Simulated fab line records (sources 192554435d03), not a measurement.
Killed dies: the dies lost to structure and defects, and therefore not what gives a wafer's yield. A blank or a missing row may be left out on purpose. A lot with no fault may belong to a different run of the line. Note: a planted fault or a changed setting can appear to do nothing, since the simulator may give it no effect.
Split-lot trial :: flow n5 finfet :: 39 wafers read from 7 lots, route of 1938 steps

SPLIT DETAILS
At N5_SD_EPI_P_EPI_21 (deposits SiGe:B, time 355 s), the setting epi growth time s was moved away from the recipe's 355 s on 12 of the 39 wafers read, by -57.3% to +59.7%. All remaining wafers had this setting at the recipe value.

Reading taken at the split's own step.

THE READING
SiGe-B_of_SD_EPI_P_EPI_21.thk nm (the simulator's own value, which no gauge read), in nm, at N5_SD_EPI_P_EPI_21 (deposits SiGe:B, time 355 s). There is no usual value for it anywhere in the file. The 27 wafers here that ran the recipe average 61.2 nm, standard deviation 0.42 nm.

wafer: L074.1
tool, chamber at the split: epi rpcvd-04, 0
epi growth time s as run, s: 151.5
against the recipe: -57.3%
SiGe-B_of_SD_EPI_P_EPI_21.thk nm, nm: 28.2
against lot-mates on the recipe: -32.9

wafer: L074.4
tool, chamber at the split: epi rpcvd-04, 0
epi growth time s as run, s: 151.5
against the recipe: -57.3%
SiGe-B_of_SD_EPI_P_EPI_21.thk nm, nm: 28.2
against lot-mates on the recipe: -32.9

wafer: L074.2
tool, chamber at the split: epi rpcvd-04, 0
epi growth time s as run, s: 355
against the recipe: recipe
SiGe-B_of_SD_EPI_P_EPI_21.thk nm, nm: 61
against lot-mates on the recipe: -

wafer: L074.5
tool, chamber at the split: epi rpcvd-04, 0
epi growth time s as run, s: 355
against the recipe: recipe
SiGe-B_of_SD_EPI_P_EPI_21.thk nm, nm: 61
against lot-mates on the recipe: -

wafer: L074.3
tool, chamber at the split: epi rpcvd-04, 0
epi growth time s as run, s: 151.5
against the recipe: -57.3%
SiGe-B_of_SD_EPI_P_EPI_21.thk nm, nm: 28
against lot-mates on the recipe: -33.1

wafer: L074.6
tool, chamber at the split: epi rpcvd-04, 0
epi growth time s as run, s: 355
against the recipe: recipe
SiGe-B_of_SD_EPI_P_EPI_21.thk nm, nm: 61.2
against lot-mates on the recipe: -

wafer: L080.1
tool, chamber at the split: epi rpcvd-01, 0
epi growth time s as run, s: 355
against the recipe: recipe
SiGe-B_of_SD_EPI_P_EPI_21.thk nm, nm: 60.8
against lot-mates on the recipe: -

wafer: L080.3
tool, chamber at the split: epi rpcvd-01, 0
epi growth time s as run, s: 355
against the recipe: recipe
SiGe-B_of_SD_EPI_P_EPI_21.thk nm, nm: 60.8
against lot-mates on the recipe: -

wafer: L080.5
tool, chamber at the split: epi rpcvd-01, 0
epi growth time s as run, s: 355
against the recipe: recipe
SiGe-B_of_SD_EPI_P_EPI_21.thk nm, nm: 60.6
against lot-mates on the recipe: -

wafer: L081.1
tool, chamber at the split: epi rpcvd-04, 0
epi growth time s as run, s: 557.1
against the recipe: +56.9%
SiGe-B_of_SD_EPI_P_EPI_21.thk nm, nm: 81.6
against lot-mates on the recipe: +20.7

wafer: L081.2
tool, chamber at the split: epi rpcvd-04, 0
epi growth time s as run, s: 355
against the recipe: recipe
SiGe-B_of_SD_EPI_P_EPI_21.thk nm, nm: 60.6
against lot-mates on the recipe: -

wafer: L081.3
tool, chamber at the split: epi rpcvd-04, 0
epi growth time s as run, s: 557.1
against the recipe: +56.9%
SiGe-B_of_SD_EPI_P_EPI_21.thk nm, nm: 83
against lot-mates on the recipe: +22.1

wafer: L081.4
tool, chamber at the split: epi rpcvd-04, 0
epi growth time s as run, s: 355
against the recipe: recipe
SiGe-B_of_SD_EPI_P_EPI_21.thk nm, nm: 60.8
against lot-mates on the recipe: -

wafer: L081.5
tool, chamber at the split: epi rpcvd-04, 0
epi growth time s as run, s: 557.1
against the recipe: +56.9%
SiGe-B_of_SD_EPI_P_EPI_21.thk nm, nm: 83.4
against lot-mates on the recipe: +22.5

wafer: L081.6
tool, chamber at the split: epi rpcvd-04, 0
epi growth time s as run, s: 355
against the recipe: recipe
SiGe-B_of_SD_EPI_P_EPI_21.thk nm, nm: 61.2
against lot-mates on the recipe: -

wafer: L082.1
tool, chamber at the split: epi rpcvd-01, 0
epi growth time s as run, s: 355
against the recipe: recipe
SiGe-B_of_SD_EPI_P_EPI_21.thk nm, nm: 61
against lot-mates on the recipe: -

wafer: L082.2
tool, chamber at the split: epi rpcvd-01, 0
epi growth time s as run, s: 355
against the recipe: recipe
SiGe-B_of_SD_EPI_P_EPI_21.thk nm, nm: 61
against lot-mates on the recipe: -

wafer: L082.4
tool, chamber at the split: epi rpcvd-01, 0
epi growth time s as run, s: 355
against the recipe: recipe
SiGe-B_of_SD_EPI_P_EPI_21.thk nm, nm: 61
against lot-mates on the recipe: -

wafer: L082.6
tool, chamber at the split: epi rpcvd-01, 0
epi growth time s as run, s: 355
against the recipe: recipe
SiGe-B_of_SD_EPI_P_EPI_21.thk nm, nm: 61
against lot-mates on the recipe: -

wafer: L082.3
tool, chamber at the split: epi rpcvd-01, 0
epi growth time s as run, s: 355
against the recipe: recipe
SiGe-B_of_SD_EPI_P_EPI_21.thk nm, nm: 61.2
against lot-mates on the recipe: -

wafer: L082.5
tool, chamber at the split: epi rpcvd-01, 0
epi growth time s as run, s: 355
against the recipe: recipe
SiGe-B_of_SD_EPI_P_EPI_21.thk nm, nm: 61.4
against lot-mates on the recipe: -

wafer: L083.1
tool, chamber at the split: epi rpcvd-01, 0
epi growth time s as run, s: 355
against the recipe: recipe
SiGe-B_of_SD_EPI_P_EPI_21.thk nm, nm: 60.8
against lot-mates on the recipe: -

wafer: L083.2
tool, chamber at the split: epi rpcvd-01, 0
epi growth time s as run, s: 355
against the recipe: recipe
SiGe-B_of_SD_EPI_P_EPI_21.thk nm, nm: 61.6
against lot-mates on the recipe: -

wafer: L083.3
tool, chamber at the split: epi rpcvd-01, 0
epi growth time s as run, s: 355
against the recipe: recipe
SiGe-B_of_SD_EPI_P_EPI_21.thk nm, nm: 61.6
against lot-mates on the recipe: -

wafer: L083.4
tool, chamber at the split: epi rpcvd-01, 0
epi growth time s as run, s: 355
against the recipe: recipe
SiGe-B_of_SD_EPI_P_EPI_21.thk nm, nm: 62.2
against lot-mates on the recipe: -

wafer: L083.5
tool, chamber at the split: epi rpcvd-01, 0
epi growth time s as run, s: 355
against the recipe: recipe
SiGe-B_of_SD_EPI_P_EPI_21.thk nm, nm: 61.8
against lot-mates on the recipe: -

wafer: L083.6
tool, chamber at the split: epi rpcvd-01, 0
epi growth time s as run, s: 355
against the recipe: recipe
SiGe-B_of_SD_EPI_P_EPI_21.thk nm, nm: 61
against lot-mates on the recipe: -

wafer: L090.1
tool, chamber at the split: epi rpcvd-03, 0
epi growth time s as run, s: 291.9
against the recipe: -17.8%
SiGe-B_of_SD_EPI_P_EPI_21.thk nm, nm: 54
against lot-mates on the recipe: -7.3

wafer: L090.2
tool, chamber at the split: epi rpcvd-03, 0
epi growth time s as run, s: 355
against the recipe: recipe
SiGe-B_of_SD_EPI_P_EPI_21.thk nm, nm: 61
against lot-mates on the recipe: -

wafer: L090.3
tool, chamber at the split: epi rpcvd-03, 0
epi growth time s as run, s: 355
against the recipe: recipe
SiGe-B_of_SD_EPI_P_EPI_21.thk nm, nm: 62
against lot-mates on the recipe: -

wafer: L090.4
tool, chamber at the split: epi rpcvd-03, 0
epi growth time s as run, s: 355
against the recipe: recipe
SiGe-B_of_SD_EPI_P_EPI_21.thk nm, nm: 60.8
against lot-mates on the recipe: -

wafer: L090.5
tool, chamber at the split: epi rpcvd-03, 0
epi growth time s as run, s: 291.9
against the recipe: -17.8%
SiGe-B_of_SD_EPI_P_EPI_21.thk nm, nm: 53.8
against lot-mates on the recipe: -7.5

wafer: L090.6
tool, chamber at the split: epi rpcvd-03, 0
epi growth time s as run, s: 291.9
against the recipe: -17.8%
SiGe-B_of_SD_EPI_P_EPI_21.thk nm, nm: 53.8
against lot-mates on the recipe: -7.5

wafer: L096.1
tool, chamber at the split: epi rpcvd-01, 0
epi growth time s as run, s: 567
against the recipe: +59.7%
SiGe-B_of_SD_EPI_P_EPI_21.thk nm, nm: 84.2
against lot-mates on the recipe: +22.8

wafer: L096.2
tool, chamber at the split: epi rpcvd-01, 0
epi growth time s as run, s: 355
against the recipe: recipe
SiGe-B_of_SD_EPI_P_EPI_21.thk nm, nm: 60.8
against lot-mates on the recipe: -

wafer: L096.3
tool, chamber at the split: epi rpcvd-01, 0
epi growth time s as run, s: 567
against the recipe: +59.7%
SiGe-B_of_SD_EPI_P_EPI_21.thk nm, nm: 83.4
against lot-mates on the recipe: +22.0

wafer: L096.4
tool, chamber at the split: epi rpcvd-01, 0
epi growth time s as run, s: 355
against the recipe: recipe
SiGe-B_of_SD_EPI_P_EPI_21.thk nm, nm: 61.6
against lot-mates on the recipe: -

wafer: L096.5
tool, chamber at the split: epi rpcvd-01, 0
epi growth time s as run, s: 567
against the recipe: +59.7%
SiGe-B_of_SD_EPI_P_EPI_21.thk nm, nm: 84.4
against lot-mates on the recipe: +23.0

wafer: L096.6
tool, chamber at the split: epi rpcvd-01, 0
epi growth time s as run, s: 355
against the recipe: recipe
SiGe-B_of_SD_EPI_P_EPI_21.thk nm, nm: 61.8
against lot-mates on the recipe: -

FIT RESULTS
A straight line over all 39 wafers: SiGe-B_of_SD_EPI_P_EPI_21.thk nm changes by +0.447 nm for each +1% of epi growth time s; r = +0.98; the points scatter about the line by 2.4 nm.
The same after taking each lot's own level away (the mean of its wafers on the recipe; 39 wafers): +0.447 nm for each +1%; r = +0.98; scatter 2.4 nm.
That fit puts the effect of the largest move of epi growth time s on the reading at 27 nm.
Measured against the standard deviation above, the lots' own levels, which go from 60.73 to 61.50 nm, span 1.8 times it.
The two slopes agree, so the slope changes little with the lot-to-lot level.
Check: for one of the wafers moved furthest among these (+59.7%), held out of the fit, the line's prediction against its lot-mates is +26 nm. Against them it came out at +22.8 nm.

THE WHOLE CHAIN: every reading that the file lists as answering this split, in the file's order
step: N5_SD_EPI_P_EPI_21
what it does: deposits SiGe:B, time 355 s
reading: SiGe-B_of_SD_EPI_P_EPI_21.thk nm (the simulator's own value, which no gauge read)
change (the file's fit): +0.443 nm for each +1% of the setting
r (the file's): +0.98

step: N5_SD_EPI_P_EPI_MEAS_23
what it does: 
reading: thk nm
change (the file's fit): withheld for each +1% of the setting
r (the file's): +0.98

FILE'S OWN FIT
SiGe-B_of_SD_EPI_P_EPI_21.thk nm changes by +0.443 nm for each +1% of epi growth time s, r = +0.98.
